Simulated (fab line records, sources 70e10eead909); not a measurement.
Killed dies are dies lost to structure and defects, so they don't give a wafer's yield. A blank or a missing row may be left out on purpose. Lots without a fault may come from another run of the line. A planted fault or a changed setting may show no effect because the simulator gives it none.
Tool commonality check | flow nand_harc | 9 lots, 27 wafers sampled

WHY IT WAS OPENED
At NHARC_END_WLT_00 the reading VT_DECK1_MIDDLE_INNER is flagged on 2 of 9 lots. Wafers without a fault read 0.886, standard deviation 0.0065.
Rule: a lot is flagged when every wafer of it that has a number lies more than 4 standard deviations from that mean, or none has a number. The other lots count as sound.

lot  | measured     | on        | VT_DECK1_MIDDLE_INNER, wafer by wafer | flag
L726 | day 24 09:59 | prober-02 | 0.887 0.878 0.878                     |
L727 | day 25 03:08 | prober-01 | 0.873 0.886 0.878                     |
L729 | day 25 12:23 | prober-01 | 0.880 0.884 0.872                     |
L730 | day 25 20:43 | prober-01 | 0.890 0.889 0.894                     |
L732 | day 27 06:35 | prober-02 | 0.893 0.880 0.880                     |
L737 | day 29 00:20 | prober-02 | 0.880 0.875 0.875                     |
L739 | day 29 22:59 | prober-02 | 0.896 0.883 0.889                     |
L746 | day 32 14:34 | prober-01 | 0.963 0.964 0.976                     | FLAGGED
L749 | day 34 16:24 | prober-02 | 0.971 0.971 0.965                     | FLAGGED
The numbers of the flagged lots are 0.968 on average: +0.082 against the usual, or +13 standard deviations.

WHICH TOOL RAN EACH LOT
The record holds 4 process steps before the reading, out of a route of 1302 steps. In each cell: the tool, then ch and the chambers that the sampled wafers went through, then the start.
lot  | flag    | NHARC_A_CHANNEL_HOLE_D1_ETCH_25  | NHARC_A_CHANNEL_FILL_D1_ETCHBACK_19 | NHARC_A_CHANNEL_FILL_D1_CVD_05   | NHARC_A_CHANNEL_FILL_D1_CMP_10
L726 |         | har_etch-01 ch 0, day 8 21:59    | rie_si-03 ch 2,3, day 10 02:25      | lpcvd_poly-03 ch 0, day 10 05:06 | cmp-03 ch 1,2, day 11 02:11
L727 |         | har_etch-01 ch 1, day 9 16:02    | rie_si-05 ch 0,1,3, day 10 20:53    | lpcvd_poly-04 ch 0, day 11 00:32 | cmp-01 ch 0,2, day 11 21:12
L729 |         | har_etch-01 ch 0,1, day 10 00:19 | rie_si-05 ch 0,2,3, day 11 03:59    | lpcvd_poly-04 ch 0, day 11 06:34 | cmp-02 ch 0,1,2, day 12 03:11
L730 |         | har_etch-01 ch 0,1, day 10 11:14 | rie_si-03 ch 0,1,2, day 11 13:29    | lpcvd_poly-03 ch 0, day 11 16:09 | cmp-03 ch 1,2, day 12 12:44
L732 |         | har_etch-01 ch 0,1, day 11 02:52 | rie_si-03 ch 0,2,3, day 12 07:23    | lpcvd_poly-02 ch 0, day 12 10:10 | cmp-01 ch 0,2,3, day 13 06:52
L737 |         | har_etch-01 ch 0,1, day 13 08:36 | rie_si-03 ch 0,1,3, day 14 19:50    | lpcvd_poly-02 ch 0, day 14 22:40 | cmp-01 ch 1,2,3, day 15 21:28
L739 |         | har_etch-02 ch 0,1, day 14 07:57 | rie_si-03 ch 0,1, day 15 11:10      | lpcvd_poly-02 ch 0, day 15 13:58 | cmp-01 ch 0,1, day 16 07:47
L746 | FLAGGED | har_etch-01 ch 0,1, day 17 03:44 | rie_si-03 ch 0,1,2, day 18 06:47    | lpcvd_poly-04 ch 0, day 18 09:24 | cmp-01 ch 0,1,2, day 19 07:20
L749 | FLAGGED | har_etch-01 ch 0,1, day 18 12:19 | rie_si-03 ch 0,1,2, day 19 15:04    | lpcvd_poly-04 ch 0, day 19 17:40 | cmp-02 ch 2,3, day 20 14:46
What these steps do:
- NHARC_A_CHANNEL_HOLE_D1_ETCH_25: etches the open film in C4F8/O2/Ar, time 1040.2 s, target depth 1500 nm.
- NHARC_A_CHANNEL_FILL_D1_ETCHBACK_19: etches the open film in HBr/Cl2, target depth 5 nm, time 1.7 s.
- NHARC_A_CHANNEL_FILL_D1_CVD_05: deposits poly-Si, target thk 5 nm.
- NHARC_A_CHANNEL_FILL_D1_CMP_10: polishes, target thk 150 nm.
- NHARC_END_WLT_00

FLAGGED OVER TOTAL, TOOL BY TOOL (the gauges that took the reading come last)
step                                | tool          | lots run | flagged | share of the flagged lots | sound lots run after its first flagged lot
NHARC_A_CHANNEL_HOLE_D1_ETCH_25     | har_etch-01   | 8        | 2       | all                       | 0
NHARC_A_CHANNEL_HOLE_D1_ETCH_25     | har_etch-02   | 1        | 0       | none                      | -
NHARC_A_CHANNEL_FILL_D1_ETCHBACK_19 | rie_si-03     | 7        | 2       | all                       | 0
NHARC_A_CHANNEL_FILL_D1_ETCHBACK_19 | rie_si-05     | 2        | 0       | none                      | -
NHARC_A_CHANNEL_FILL_D1_CVD_05      | lpcvd_poly-02 | 3        | 0       | none                      | -
NHARC_A_CHANNEL_FILL_D1_CVD_05      | lpcvd_poly-03 | 2        | 0       | none                      | -
NHARC_A_CHANNEL_FILL_D1_CVD_05      | lpcvd_poly-04 | 4        | 2       | all                       | 0
NHARC_A_CHANNEL_FILL_D1_CMP_10      | cmp-01        | 5        | 1       | some                      | 0
NHARC_A_CHANNEL_FILL_D1_CMP_10      | cmp-02        | 2        | 1       | some                      | 0
NHARC_A_CHANNEL_FILL_D1_CMP_10      | cmp-03        | 2        | 0       | none                      | -
NHARC_END_WLT_00                    | prober-01     | 4        | 1       | some                      | 0
NHARC_END_WLT_00                    | prober-02     | 5        | 1       | some                      | 0

WHAT THE TABLE ALLOWS
3 rows of the table ran every flagged lot: har_etch-01 at NHARC_A_CHANNEL_HOLE_D1_ETCH_25, rie_si-03 at NHARC_A_CHANNEL_FILL_D1_ETCHBACK_19, lpcvd_poly-04 at NHARC_A_CHANNEL_FILL_D1_CVD_05.
- har_etch-01 at NHARC_A_CHANNEL_HOLE_D1_ETCH_25: 2 of its 8 lots flagged. Its last sound lot is L737 (day 13 08:36), its first flagged lot L746 (day 17 03:44): a fault that began between those two fits.
- rie_si-03 at NHARC_A_CHANNEL_FILL_D1_ETCHBACK_19: 2 of its 7 lots flagged. Its last sound lot is L739 (day 15 11:10), its first flagged lot L746 (day 18 06:47): a fault that began between those two fits.
- lpcvd_poly-04 at NHARC_A_CHANNEL_FILL_D1_CVD_05: 2 of its 4 lots flagged. Its last sound lot is L729 (day 11 06:34), its first flagged lot L746 (day 18 09:24): a fault that began between those two fits. Its own readings lie more than 4 standard deviations out on every wafer of the flagged lots: spike_tc_bottom_C, spike_tc_centre_C, spike_tc_lower_C, spike_tc_upper_C.
Counting lots can't tell these 3 tools apart, because each fits a fault that began at some hour. More lots, or a look at what each step does to the wafer, might.

WHAT THE SIMULATOR HAD PUT IN
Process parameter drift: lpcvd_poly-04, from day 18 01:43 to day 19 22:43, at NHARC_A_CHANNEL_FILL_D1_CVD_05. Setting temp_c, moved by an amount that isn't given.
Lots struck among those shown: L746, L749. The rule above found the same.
